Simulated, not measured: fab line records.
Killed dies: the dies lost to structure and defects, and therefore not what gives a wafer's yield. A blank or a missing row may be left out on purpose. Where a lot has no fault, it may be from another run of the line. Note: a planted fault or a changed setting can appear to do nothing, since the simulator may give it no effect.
fab line records -- flow n5_finfet
record: lots: 7, wafers: 21
route steps=1938 shown WELL_APT@24 FIN_CUT@173 DUMMY_GATE@222 SD_EPI_N@279 SD_EPI_P@321 SD_ACTIVATION@330 HKMG_FIN@428 MOL_CONTACT_COAG@518
start_h: hours from the record's first day to the start of the lot's first wafer shown -- wait_h: how many hours have passed since the lot's step before this one -- " same as the row above -- L1.1+2: one row covering several wafers at once -- - value missing, or start not given -- * or withheld: withheld -- < > ~ a bound
route shown NAME@n: names a module that has steps shown in the file, with the first one's number in the route -- usual: average and standard deviation across the fault-free wafers -- same: alike in all rows -- chamber/n: place in a boat -- sites: per-site readings -- _std_site: their standard deviation -- _edge_site: outer sites' mean less inner sites' -- radius_mm: for every site, how far away it sits from the centre of the wafer -- mask NAME#n: copy n -- behind: the tool/chamber that last shaped the wafer -- hold: why the lot went on hold/how many hours it stayed there/how the hold came to an end -- device: whichever transistor did not switch (one of n, p or np) -- end of line: the same wafers' tests at the end of the route -- for a step that has no rows: nothing shown but its recipe -- killed: not the wafer's yield, but the dies lost to structure and defects at the first sort -- map: a wafer's dies, x killed, . not, _ none there
set.NAME: the run value of the setting; set.NAME@STEP: its run value at that earlier step -- model.NAME: the simulator's own value behind a step, which no gauge read
lots with deliberately changed settings; one table per step, one row per wafer
== steps ==
step: N5_WELL_APT_EXPOSE_05
recipe: mask_id: NWELL, na: 0.8, source_shape: conventional, sigma_outer: 0.8, polarization: unpolarized, defocus_nm: 0, target_cd_nm: 200, dose_mj: 20.3
lot.wafer,tool,chamber,start_h,wait_h,mask,set.dose_mj
L079.2+3,krf_scanner-02,0,43.57,-,NWELL#0,20.3
L079.4,krf_scanner-02,0,43.57,-,NWELL#0,18.96
L084.2+3+5,krf_scanner-01,0,73.41,-,NWELL#0,19.69
L089.3+5,krf_scanner-02,0,103.85,-,NWELL#0,19.8
L089.6,krf_scanner-02,0,103.85,-,NWELL#0,20.3
L092.1+2+5,krf_scanner-01,0,121.51,-,NWELL#0,19.38
L093.1+4+6,krf_scanner-01,0,127.38,-,NWELL#0,20.3
L096.2+3,krf_scanner-02,0,145.52,-,NWELL#0,20.3
L096.5,krf_scanner-02,0,145.52,-,NWELL#0,20.99
L097.1+4+6,krf_scanner-02,0,151.53,-,NWELL#0,20.3
step: N5_WELL_APT_PEB_06
recipe: peb_temp_c: 130, peb_time_s: 90
step: N5_WELL_APT_DEVELOP_07
recipe: develop_time_s: 45, rinse_liquid: surfactant_rinse, dry: air_spin, dev_temp_c: 21
step: N5_WELL_APT_HARDBAKE_12
recipe: temp_c: 130, time_s: 120
step: N5_WELL_APT_CD_MEAS_08
recipe: target_cd_nm: 200, landing_energy_ev: 500, detector: se_inlens
usual: cd_nm: 199.2/1.8
lot.wafer,tool,chamber,start_h,wait_h,set.dose_mj@WELL_APT_EXPOSE_05,cd_nm
L079.2,cd_sem-01,0,43.74,-,20.3,200.1
L079.3,cd_sem-01,0,43.74,-,20.3,202.8
L079.4,cd_sem-01,0,43.74,-,18.96,191.3
L084.2,cd_sem-01,0,73.58,-,19.69,195.3
L084.3,cd_sem-01,0,73.58,-,19.69,194.1
L084.5,cd_sem-01,0,73.58,-,19.69,192.4
L089.3,cd_sem-01,0,104.01,-,19.8,194.1
L089.5,cd_sem-01,0,104.01,-,19.8,191.5
L089.6,cd_sem-01,0,104.01,-,20.3,198.1
L092.1,cd_sem-03,0,121.68,-,19.38,191.9
L092.2,cd_sem-03,0,121.68,-,19.38,193.7
L092.5,cd_sem-03,0,121.68,-,19.38,193.7
L093.1,cd_sem-02,0,127.56,-,20.3,197.0
L093.4,cd_sem-02,0,127.56,-,20.3,197.6
L093.6,cd_sem-02,0,127.56,-,20.3,199.9
L096.2,cd_sem-01,0,145.69,-,20.3,203.6
L096.3,cd_sem-01,0,145.69,-,20.3,198.1
L096.5,cd_sem-01,0,145.69,-,20.99,208.5
L097.1,cd_sem-02,0,151.71,-,20.3,198.2
L097.4,cd_sem-02,0,151.71,-,20.3,199.9
L097.6,cd_sem-02,0,151.71,-,20.3,200.6
step: N5_WELL_APT_DESCUM_13
recipe: chemistry: O2, time_s: 7.9, source_power_w: 50, bias_power_w: 20, pressure_mtorr: 20, rf_frequency_hz: 2.712e+07, temp_c: 40, o2_flow_sccm: 225
lot.wafer,tool,chamber,start_h,wait_h,set.dose_mj@WELL_APT_EXPOSE_05,model.WELL_APT.cd_nm
L079.2,rie_diel-04,3,43.82,0.0,20.3,200.3
L079.3,rie_diel-04,0,43.82,0.0,20.3,202.8
L079.4,rie_diel-04,1,43.82,0.0,18.96,191.4
L084.2,rie_diel-04,3,73.66,0.0,19.69,195.3
L084.3,rie_diel-04,0,73.66,0.0,19.69,193.9
L084.5,rie_diel-04,3,73.66,0.0,19.69,192.8
L089.3,rie_diel-05,0,104.10,0.0,19.8,194.1
L089.5,rie_diel-05,3,104.10,0.0,19.8,191.8
L089.6,rie_diel-05,0,104.10,0.0,20.3,198.2
L092.1,rie_diel-06,1,121.77,0.0,19.38,191.9
L092.2,rie_diel-06,0,121.77,0.0,19.38,194
L092.5,rie_diel-06,1,121.77,0.0,19.38,193.7
L093.1,rie_diel-04,2,127.65,0.0,20.3,197.1
L093.4,rie_diel-04,1,127.65,0.0,20.3,197.8
L093.6,rie_diel-04,0,127.65,0.0,20.3,200
L096.2,rie_diel-04,2,145.77,0.0,20.3,203.3
L096.3,rie_diel-04,0,145.77,0.0,20.3,198.2
L096.5,rie_diel-04,2,145.77,0.0,20.99,208.5
L097.1,rie_diel-05,3,152.42,0.7,20.3,198.6
L097.4,rie_diel-05,2,152.42,0.7,20.3,200.5
L097.6,rie_diel-05,1,152.42,0.7,20.3,200.6
step: N5_FIN_CUT_CUT_ETCH_26
recipe: chemistry: CH3F/O2, target: SiNx, target_depth_a: 390, mask_material: SOC, time_s: 55.7, pressure_mtorr: 30, source_w: 395, bias_w: 73, Ar_flow_sccm: 150, CH3F_flow_sccm: 30, O2_flow_sccm: 20, ion_energy_ev: 120
usual: rf_vpp_V: 295/4.6
lot.wafer,tool,chamber,start_h,wait_h,set.source_w,rf_vpp_V
L079.2,rie_diel-03,3,58.94,0.0,366.6,303
L079.3,rie_diel-03,1,58.94,0.0,395,289
L079.4,rie_diel-03,0,58.94,0.0,366.6,308
L084.2,rie_diel-03,1,87.30,0.0,395,292
L084.3,rie_diel-03,0,87.30,0.0,333,321
L084.5,rie_diel-03,1,87.30,0.0,395,292
L089.3,rie_diel-03,1,117.48,0.0,395,290
L089.5,rie_diel-03,2,117.48,0.0,395,294
L089.6,rie_diel-03,0,117.48,0.0,395,296
L092.1,rie_diel-02,2,136.55,0.0,395,294
L092.2,rie_diel-02,3,136.55,0.0,395,300
L092.5,rie_diel-02,0,136.55,0.0,395,292
L093.1,rie_diel-02,2,142.73,0.0,326.5,323
L093.4,rie_diel-02,0,142.73,0.0,395,291
L093.6,rie_diel-02,1,142.73,0.0,395,288
L096.2,rie_diel-01,3,159.66,0.0,349.5,321
L096.3,rie_diel-01,2,159.66,0.0,349.5,317
L096.5,rie_diel-01,2,159.66,0.0,349.5,315
L097.1,rie_diel-01,2,168.09,0.0,395,298
L097.4,rie_diel-01,3,168.09,0.0,395,305
L097.6,rie_diel-01,0,168.09,0.0,395,292
step: N5_DUMMY_GATE_COAT_34
recipe: resist: SOC, temp_c: 250, time_s: 60, spin_rpm: 1500, resist_thk_nm: 60
lot.wafer,tool,chamber,start_h,wait_h,set.spin_rpm,model.SOC_of_DUMMY_GATE_COAT_34.thk_nm
L079.2,litho_track-01,0,76.46,0.0,1608,58
L079.3,litho_track-01,0,76.46,0.0,1500,60
L079.4,litho_track-01,0,76.46,0.0,1608,58.2
L084.2,litho_track-02,0,106.70,0.1,1500,60
L084.3,litho_track-02,0,106.70,0.1,1610,58
L084.5,litho_track-02,0,106.70,0.1,1610,57.8
L089.3,litho_track-02,0,135.02,0.0,1500,60.4
L089.5,litho_track-02,0,135.02,0.0,1553,59.4
L089.6,litho_track-02,0,135.02,0.0,1553,58.8
L093.1+4,litho_track-01,0,179.25,0.0,1500,60
L093.6,litho_track-01,0,179.25,0.0,1500,60.2
L092.1,litho_track-01,0,183.17,0.0,1500,59.8
L092.2+5,litho_track-01,0,183.17,0.0,1500,59.6
L096.2,litho_track-01,0,187.05,0.0,1420,61.4
L096.3+5,litho_track-01,0,187.05,0.0,1500,59.8
L097.1+6,litho_track-01,0,192.94,0.1,1500,59.8
L097.4,litho_track-01,0,192.94,0.1,1500,60.2
step: N5_DUMMY_GATE_COAT_28
recipe: resist: underlayer, temp_c: 205, time_s: 60, spin_rpm: 1500, resist_thk_nm: 10
lot.wafer,tool,chamber,start_h,wait_h,set.spin_rpm,model.underlayer_of_DUMMY_GATE_COAT_28.thk_nm
L079.2+3+4,litho_track-01,0,-,-,1500,10
L084.2,litho_track-02,0,-,-,1364,10.6
L084.3+5,litho_track-02,0,-,-,1500,10
L089.3+6,litho_track-02,0,-,-,1452,10.2
L089.5,litho_track-02,0,-,-,1500,10
L093.1,litho_track-01,0,-,-,1500,10
L093.4,litho_track-01,0,-,-,1592,9.8
L093.6,litho_track-01,0,-,-,1592,9.6
L092.1+2,litho_track-01,0,-,-,1500,10
L092.5,litho_track-01,0,-,-,1544,9.8
L096.2+3,litho_track-01,0,-,-,1395,10.4
L096.5,litho_track-01,0,-,-,1500,10
L097.1+4+6,litho_track-01,0,-,-,1500,10
step: N5_DUMMY_GATE_COAT_09
recipe: resist: CAR-EUV, spin_rpm: 1500, resist_thk_nm: 30
step: N5_DUMMY_GATE_EBR_11
recipe: solvent: PGMEA, ebr_width_mm: 1.5
step: N5_DUMMY_GATE_ETCH_29
recipe: chemistry: N2/H2, target: underlayer, target_depth_a: 130, ion_energy_ev: 200, pressure_mtorr: 30, source_w: 840, bias_w: 150, n2_flow_sccm: 200, h2_flow_sccm: 200
step: N5_DUMMY_GATE_ETCH_36
recipe: chemistry: CF4, target: SiARC, target_depth_a: 130, pressure_mtorr: 40, source_w: 545, bias_w: 36, Ar_flow_sccm: 100, cf4_flow_sccm: 100, ion_energy_ev: 80
step: N5_DUMMY_GATE_ETCH_37
recipe: chemistry: N2/H2, target: SOC, target_depth_a: 600, overetch_a: 300, temp_c: 40, ion_energy_ev: 200, pressure_mtorr: 30, source_w: 840, bias_w: 150, n2_flow_sccm: 200, h2_flow_sccm: 200
lot.wafer,tool,chamber,start_h,wait_h,set.spin_rpm@DUMMY_GATE_COAT_34,model.etch.depth_nm
L079.2,rie_diel-03,3,77.12,0.0,1608,57.99
L079.3,rie_diel-03,2,77.12,0.0,1500,60
L079.4,rie_diel-03,1,77.12,0.0,1608,58.23
L084.2,rie_diel-02,2,107.52,0.0,1500,60.07
L084.3,rie_diel-02,3,107.52,0.0,1610,57.97
L084.5,rie_diel-02,3,107.52,0.0,1610,57.88
L089.3,rie_diel-03,0,135.68,0.0,1500,60.42
L089.5,rie_diel-03,0,135.68,0.0,1553,59.36
L089.6,rie_diel-03,1,135.68,0.0,1553,58.88
L093.1,rie_diel-03,1,179.93,0.0,1500,59.94
L093.4,rie_diel-03,0,179.93,0.0,1500,59.95
L093.6,rie_diel-03,1,179.93,0.0,1500,60.1
L092.1,rie_diel-02,3,183.85,0.0,1500,59.74
L092.2,rie_diel-02,1,183.85,0.0,1500,59.66
L092.5,rie_diel-02,1,183.85,0.0,1500,59.65
L096.2,rie_diel-02,2,187.61,0.0,1420,61.5
L096.3,rie_diel-02,3,187.61,0.0,1500,59.87
L096.5,rie_diel-02,0,187.61,0.0,1500,59.81
L097.1,rie_diel-01,3,193.60,0.0,1500,59.87
L097.4,rie_diel-01,1,193.60,0.0,1500,60.14
L097.6,rie_diel-01,1,193.60,0.0,1500,59.8
step: N5_DUMMY_GATE_STRIP_38
recipe: chemistry: N2/H2, temp_c: 40, n2_flow_sccm: 200, h2_flow_sccm: 200, rf_frequency_hz: 6e+07
step: N5_DUMMY_GATE_STRIP_39
recipe: chemistry: N2/H2, temp_c: 40, n2_flow_sccm: 200, h2_flow_sccm: 200, rf_frequency_hz: 6e+07
step: N5_DUMMY_GATE_STRIP_40
recipe: chemistry: CF4, resist: SiARC, power_w: 300, bias_power_w: 75, pressure_mtorr: 50, cf4_flow_sccm: 150, rf_frequency_hz: 6e+07
step: N5_DUMMY_GATE_ETCH_31
recipe: chemistry: C4F6/O2, target: SiO2, mask_material: SOC, target_depth_a: 825, time_s: 27.5, ion_energy_ev: 250, pressure_mtorr: 30, source_w: 345, bias_w: 185, Ar_flow_sccm: 300, C4F6_flow_sccm: 10, O2_flow_sccm: 10
lot.wafer,tool,chamber,start_h,wait_h,set.spin_rpm@DUMMY_GATE_COAT_34,model.SOC_of_DUMMY_GATE_COAT_34.thk_nm
L079.2,rie_diel-01,0,77.70,0.2,1608,49.8
L079.3,rie_diel-01,3,77.70,0.2,1500,51.6
L079.4,rie_diel-01,0,77.70,0.2,1608,50
L084.2,rie_diel-01,3,107.80,0.0,1500,51.6
L084.3,rie_diel-01,0,107.80,0.0,1610,49.8
L084.5,rie_diel-01,3,107.80,0.0,1610,49.2
L089.3,rie_diel-03,3,136.11,0.1,1500,52
L089.5,rie_diel-03,1,136.11,0.1,1553,51.4
L089.6,rie_diel-03,2,136.11,0.1,1553,50.6
L093.1,rie_diel-02,2,180.22,0.0,1500,51.6
L093.4+6,rie_diel-02,"0,2",180.22,0.0,1500,51.8
L092.1+5,rie_diel-01,"2,1",184.46,0.1,1500,51.2
L092.2,rie_diel-01,1,184.46,0.1,1500,51
L096.2,rie_diel-03,0,187.89,0.0,1420,53.4
L096.3,rie_diel-03,2,187.89,0.0,1500,51.6
L096.5,rie_diel-03,1,187.89,0.0,1500,51.8
L097.1,rie_diel-01,3,193.88,0.0,1500,51.4
L097.4,rie_diel-01,0,193.88,0.0,1500,52
L097.6,rie_diel-01,2,193.88,0.0,1500,51.6
step: N5_SD_EPI_N_ETCH_16
recipe: chemistry: CHF3/O2, target: SiO2, target_depth_a: 50, mask_material: SOC, pressure_mtorr: 30, source_w: 650, bias_w: 170, Ar_flow_sccm: 200, CHF3_flow_sccm: 50, O2_flow_sccm: 5, ion_energy_ev: 200
lot.wafer,tool,chamber,start_h,wait_h,set.target_depth_a,model.etch.depth_nm
L079.2,rie_diel-06,2,80.26,0.1,50,4.935
L079.3,rie_diel-06,1,80.26,0.1,50,4.914
L079.4,rie_diel-06,1,80.26,0.1,50,4.952
L084.2,rie_diel-05,1,110.39,0.1,53.37,5.422
L084.3,rie_diel-05,0,110.39,0.1,53.37,5.241
L084.5,rie_diel-05,0,110.39,0.1,50,4.887
L089.3,rie_diel-05,1,138.60,0.1,53.47,5.403
L089.5,rie_diel-05,1,138.60,0.1,50,5.005
L089.6,rie_diel-05,0,138.60,0.1,50,4.884
L093.1,rie_diel-05,2,182.71,0.1,50,5.027
L093.4,rie_diel-05,3,182.71,0.1,50,4.937
L093.6,rie_diel-05,0,182.71,0.1,50,4.88
L092.1,rie_diel-05,3,189.58,0.1,50,4.947
L092.2,rie_diel-05,0,189.58,0.1,50,4.877
L092.5,rie_diel-05,0,189.58,0.1,50,4.883
L096.2,rie_diel-06,0,192.24,0.1,46.38,4.783
L096.3,rie_diel-06,3,192.24,0.1,46.38,4.697
L096.5,rie_diel-06,0,192.24,0.1,50,5.173
L097.1,rie_diel-05,3,196.72,0.1,50,4.946
L097.4,rie_diel-05,3,196.72,0.1,50,4.892
L097.6,rie_diel-05,0,196.72,0.1,50,4.879
step: N5_SD_EPI_N_EPI_21
recipe: material: Si:P, dopant: P, temp_c: 680, pressure_torr: 255, time_s: 690
lot.wafer,tool,chamber,start_h,wait_h,set.time_s,model.Si-P_of_SD_EPI_N_EPI_21.thk_nm
L079.2,epi_rpcvd-03,0,81.60,0.4,690,60
L079.3,epi_rpcvd-03,0,81.60,0.4,690,59.4
L079.4,epi_rpcvd-03,0,81.60,0.4,559.5,52.6
L084.2+5,epi_rpcvd-04,0,112.36,0.7,635.8,56
L084.3,epi_rpcvd-04,0,112.36,0.7,690,59.4
L089.3,epi_rpcvd-03,0,140.21,0.7,804.2,66.2
L089.5+6,epi_rpcvd-03,0,140.21,0.7,804.2,66
L093.1,epi_rpcvd-03,0,183.80,0.1,690,58.6
L093.4,epi_rpcvd-03,0,183.80,0.1,565.3,51.8
L093.6,epi_rpcvd-03,0,183.80,0.1,690,59.6
L092.1+5,epi_rpcvd-03,0,192.04,0.1,766.5,63.8
L092.2,epi_rpcvd-03,0,192.04,0.1,766.5,64
L096.2,epi_rpcvd-02,0,194.22,0.7,581.7,51
L096.3,epi_rpcvd-02,0,194.22,0.7,690,58.4
L096.5,epi_rpcvd-02,0,194.22,0.7,581.7,51.6
L097.1,epi_rpcvd-02,0,198.23,0.3,690,58.6
L097.4,epi_rpcvd-02,0,199.72,1.6,690,58.8
L097.6,epi_rpcvd-02,0,199.72,1.6,690,58.4
step: N5_SD_EPI_N_EPI_MEAS_23
recipe: mode: xrd
usual: thk_nm: 59.1/1.3
lot.wafer,tool,chamber,start_h,wait_h,set.time_s@SD_EPI_N_EPI_21,thk_nm
L079.2,film_metro-01,-,83.04,1.2,690,60.4
L079.3,film_metro-01,-,83.04,1.2,690,59.1
L079.4,film_metro-01,-,83.04,1.2,559.5,51.2
L084.2,film_metro-01,-,114.89,2.0,635.8,55.0
L084.3,film_metro-01,-,114.89,2.0,690,59.6
L084.5,film_metro-01,-,114.89,2.0,635.8,54.4
L089.3,film_metro-01,-,141.37,0.9,804.2,64.8
L089.5,film_metro-01,-,141.37,0.9,804.2,64.9
L089.6,film_metro-01,-,141.37,0.9,804.2,67.9
L093.1,film_metro-01,-,185.52,1.4,690,56.9
L093.4,film_metro-01,-,185.52,1.4,565.3,52.3
L093.6,film_metro-01,-,185.52,1.4,690,60.6
L092.1,film_metro-02,-,193.75,1.4,766.5,63.9
L092.2,film_metro-02,-,193.75,1.4,766.5,63.4
L092.5,film_metro-02,-,193.75,1.4,766.5,65.1
L096.2,film_metro-02,-,196.74,2.1,581.7,50.8
L096.3,film_metro-02,-,196.74,2.1,690,58.4
L096.5,film_metro-02,-,196.74,2.1,581.7,51.0
L097.1,film_metro-02,-,201.25,2.5,690,58.5
L097.4,film_metro-02,-,201.25,2.5,690,61.0
L097.6,film_metro-02,-,201.25,2.5,690,58.4
step: N5_SD_EPI_N_PRECLEAN_24
recipe: chemistry: O3/DIW, time_s: 60, temp_c: 22, o3_ppm: 10
step: N5_SD_EPI_N_SRD_25
recipe: time_s: 30, temp_c: 23, rinse_liquid: diw, dry: ipa_marangoni
step: N5_SD_EPI_P_EPI_21
recipe: material: SiGe:B, dopant: B, temp_c: 550, pressure_torr: 20, ambient: H2, time_s: 355
step: N5_SD_EPI_P_HM_STRIP_48
recipe: chemistry: H3PO4, temp_c: 160, material: SiNx, target: SiNx, target_depth_a: 30, overetch_fraction: 0.3
lot.wafer,tool,chamber,start_h,wait_h,set.time_s@SD_EPI_N_EPI_21,model.Si-P_of_SD_EPI_N_EPI_21.thk_nm
L079.2,wet_bench-06,5,88.50,0.0,690,59.4
L079.3,wet_bench-06,7,88.50,0.0,690,58.8
L079.4,wet_bench-06,1,88.50,0.0,559.5,52
L084.2,wet_bench-06,4,121.36,0.0,635.8,55.4
L084.3,wet_bench-06,5,121.36,0.0,690,58.6
L084.5,wet_bench-06,1,121.36,0.0,635.8,55.2
L089.3,wet_bench-04,6,146.09,0.0,804.2,65.4
L089.5+6,wet_bench-04,"0,3",146.09,0.0,804.2,65.2
L093.1,wet_bench-06,1,190.28,0.0,690,58
L093.4,wet_bench-06,2,190.28,0.0,565.3,51.2
L093.6,wet_bench-06,7,190.28,0.0,690,59
L092.1,wet_bench-06,1,198.25,0.0,766.5,63
L092.2+5,wet_bench-06,"7,3",198.25,0.0,766.5,63.2
L096.2,wet_bench-04,0,202.34,0.0,581.7,50.4
L096.3,wet_bench-04,4,202.34,0.0,690,57.6
L096.5,wet_bench-04,3,202.34,0.0,581.7,51
L097.1+6,wet_bench-04,"6,4",208.19,0.0,690,57.8
L097.4,wet_bench-04,2,208.19,0.0,690,58
step: N5_SD_EPI_P_SRD_49
recipe: dry: ipa_marangoni, time_s: 30, temp_c: 23, rinse_liquid: diw
step: N5_SD_EPI_P_PRECLEAN_24
recipe: chemistry: O3/DIW, time_s: 45, temp_c: 22, o3_ppm: 10
step: N5_SD_ACTIVATION_RTA_00
recipe: temp_c: 975, time_s: 0, ambient: N2, idle_temp_c: 600, ramp_up_c_per_s: 150, ramp_down_c_per_s: 60, cool_to_c: 600
step: N5_SD_ACTIVATION_LSA_01
recipe: temp_c: 1080, time_s: 0.0008, ambient: N2
step: N5_SD_ACTIVATION_RS_MEAS_03
recipe: thk_meas_gauge: four-point-probe
usual: RS_SD_N: 21.8/0.31, RS_SD_P: 55.9/0.76
lot.wafer,tool,chamber,start_h,wait_h,set.time_s@SD_EPI_N_EPI_21,RS_SD_N[ohm/sq],RS_SD_P[ohm/sq]
L079.2,film_metro-02,-,89.12,0.2,690,21.5,55.7
L079.3,film_metro-02,-,89.12,0.2,690,21.7,55.6
L079.4,film_metro-02,-,89.12,0.2,559.5,24.3,54.4
L084.2,film_metro-02,-,121.98,0.2,635.8,22.9,57.4
L084.3,film_metro-02,-,121.98,0.2,690,21.8,56.2
L084.5,film_metro-02,-,121.98,0.2,635.8,22.9,56.4
L089.3,film_metro-02,-,146.70,0.2,804.2,19.3,55.9
L089.5,film_metro-02,-,146.70,0.2,804.2,19.4,55.0
L089.6,film_metro-02,-,146.70,0.2,804.2,19.7,56.1
L093.1,film_metro-02,-,190.84,0.2,690,22.2,56.4
L093.4,film_metro-02,-,190.84,0.2,565.3,25.1,56.7
L093.6,film_metro-02,-,190.84,0.2,690,21.5,56.1
L092.1,film_metro-02,-,199.04,0.2,766.5,20.1,55.3
L092.2,film_metro-02,-,199.04,0.2,766.5,20.0,55.6
L092.5,film_metro-02,-,199.04,0.2,766.5,20.3,55.9
L096.2,film_metro-01,-,202.94,0.2,581.7,25.4,54.9
L096.3,film_metro-01,-,202.94,0.2,690,22.1,54.6
L096.5,film_metro-01,-,202.94,0.2,581.7,24.9,54.6
L097.1,film_metro-01,-,208.77,0.2,690,22.1,56.3
L097.4,film_metro-01,-,208.77,0.2,690,22.0,55.9
L097.6,film_metro-01,-,208.77,0.2,690,22.1,56.3
step: N5_HKMG_FIN_PEB_10
recipe: peb_temp_c: withheld, peb_time_s: 60, resist: CAR-ArF
lot.wafer,tool,chamber,start_h,wait_h,set.peb_time_s
L079.2+4,litho_track-03,0,106.74,0.0,60
L079.3,litho_track-03,0,106.74,0.0,67.77
L084.2,litho_track-05,0,138.47,0.0,60
L084.3+5,litho_track-05,0,138.47,0.0,63.4
L089.3+6,litho_track-04,0,181.02,0.0,54.83
L089.5,litho_track-04,0,181.02,0.0,60
L093.1+4,litho_track-03,0,207.99,0.1,60
L093.6,litho_track-03,0,207.99,0.1,70.5
L092.1+2+5,litho_track-04,0,216.68,0.1,60
L096.2+3,litho_track-05,0,219.16,0.0,60
L096.5,litho_track-05,0,219.16,0.0,50.53
L097.1+4+6,litho_track-05,0,225.42,0.1,60
step: N5_HKMG_FIN_DEVELOP_11
recipe: develop_time_s: 30, developer: TMAH, resist: CAR-ArF, dev_temp_c: 23, rinse_liquid: diw, dry: air_spin
step: N5_HKMG_FIN_CD_MEAS_12
recipe: target_cd_nm: 92.8, landing_energy_ev: 500, detector: se_inlens
usual: cd_nm: 92.8/0.62
lot.wafer,tool,chamber,start_h,wait_h,set.peb_time_s@HKMG_FIN_PEB_10,cd_nm
L079.2,cd_sem-01,0,106.81,-,60,92.1
L079.3,cd_sem-01,0,106.81,-,67.77,97.0
L079.4,cd_sem-01,0,106.81,-,60,92.9
L084.2,cd_sem-03,0,138.54,-,60,92.2
L084.3,cd_sem-03,0,138.54,-,63.4,94.2
L084.5,cd_sem-03,0,138.54,-,63.4,93.9
L089.3,cd_sem-01,0,181.09,-,54.83,90.1
L089.5,cd_sem-01,0,181.09,-,60,93.7
L089.6,cd_sem-01,0,181.09,-,54.83,89.9
L093.1,cd_sem-01,0,208.06,-,60,93.1
L093.4,cd_sem-01,0,208.06,-,60,91.6
L093.6,cd_sem-01,0,208.06,-,70.5,97.9
L092.1,cd_sem-03,0,216.75,-,60,92.0
L092.2,cd_sem-03,0,216.75,-,60,91.8
L092.5,cd_sem-03,0,216.75,-,60,92.3
L096.2,cd_sem-02,0,219.23,-,60,92.1
L096.3,cd_sem-02,0,219.23,-,60,91.7
L096.5,cd_sem-02,0,219.23,-,50.53,86.7
L097.1,cd_sem-03,0,225.49,-,60,92.8
L097.4,cd_sem-03,0,225.49,-,60,92.0
L097.6,cd_sem-03,0,225.49,-,60,92.9
step: N5_MOL_CONTACT_COAG_COAT_104
recipe: resist: SiARC, temp_c: 220, time_s: 60, spin_rpm: 1500, resist_thk_nm: 12
lot.wafer,tool,chamber,start_h,wait_h,set.spin_rpm,model.SiARC_of_MOL_CONTACT_COAG_COAT_104.thk_nm
L079.2+3,litho_track-04,0,-,-,1429,12.4
L079.4,litho_track-04,0,-,-,1500,12
L084.2+3+5,litho_track-01,0,-,-,1500,12
L089.3+5+6,litho_track-01,0,-,-,1500,12
L093.1+6,litho_track-01,0,-,-,1500,12
L093.4,litho_track-01,0,-,-,1351,12.6
L092.1+2+5,litho_track-05,0,-,-,1500,12
L096.2+3,litho_track-05,0,-,-,1500,12
L096.5,litho_track-05,0,-,-,1440,12.2
L097.1+4+6,litho_track-05,0,-,-,1500,12
== key ==
split: step: N5_WELL_APT_EXPOSE_05, setting: dose_mj, stated: 20.3, by: wafer
response: step: N5_WELL_APT_CD_MEAS_08, reading: cd_nm, change: +1.74, per: 1%, r: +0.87
response: step: N5_WELL_APT_DESCUM_13, reading: model.WELL_APT.cd_nm, change: +1.74, per: 1%, r: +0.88
split: step: N5_FIN_CUT_CUT_ETCH_26, setting: source_w, stated: 395, by: wafer
response: step: N5_FIN_CUT_CUT_ETCH_26, reading: rf_vpp_V, change: -1.92, per: 1%, r: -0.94
split: step: N5_DUMMY_GATE_COAT_34, setting: spin_rpm, stated: 1500, by: wafer
response: step: N5_DUMMY_GATE_COAT_34, reading: model.SOC_of_DUMMY_GATE_COAT_34.thk_nm, change: -0.288, per: 1%, r: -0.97
response: step: N5_DUMMY_GATE_ETCH_37, reading: model.etch.depth_nm, change: -0.292, per: 1%, r: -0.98
response: step: N5_DUMMY_GATE_ETCH_31, reading: model.SOC_of_DUMMY_GATE_COAT_34.thk_nm, change: -0.275, per: 1%, r: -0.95
split: step: N5_DUMMY_GATE_COAT_28, setting: spin_rpm, stated: 1500, by: wafer
response: step: N5_DUMMY_GATE_COAT_28, reading: model.underlayer_of_DUMMY_GATE_COAT_28.thk_nm, change: -0.0602, per: 1%, r: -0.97
split: step: N5_SD_EPI_N_ETCH_16, setting: target_depth_a, stated: 50, by: wafer
response: step: N5_SD_EPI_N_ETCH_16, reading: model.etch.depth_nm, change: +0.0638, per: 1%, r: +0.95
split: step: N5_SD_EPI_N_EPI_21, setting: time_s, stated: 690, by: wafer
response: step: N5_SD_EPI_N_EPI_21, reading: model.Si-P_of_SD_EPI_N_EPI_21.thk_nm, change: +0.407, per: 1%, r: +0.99
response: step: N5_SD_EPI_N_EPI_MEAS_23, reading: thk_nm, change: *, per: 1%, r: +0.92
response: step: N5_SD_EPI_P_HM_STRIP_48, reading: model.Si-P_of_SD_EPI_N_EPI_21.thk_nm, change: +0.404, per: 1%, r: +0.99
response: step: N5_SD_ACTIVATION_RS_MEAS_03, reading: RS_SD_N, change: -0.167, per: 1%, r: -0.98
split: step: N5_HKMG_FIN_PEB_10, setting: peb_time_s, stated: 60, by: wafer
response: step: N5_HKMG_FIN_CD_MEAS_12, reading: cd_nm, change: +0.339, per: 1%, r: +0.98
split: step: N5_MOL_CONTACT_COAG_COAT_104, setting: spin_rpm, stated: 1500, by: wafer
response: step: N5_MOL_CONTACT_COAG_COAT_104, reading: model.SiARC_of_MOL_CONTACT_COAG_COAT_104.thk_nm, change: -0.0631, per: 1%, r: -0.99
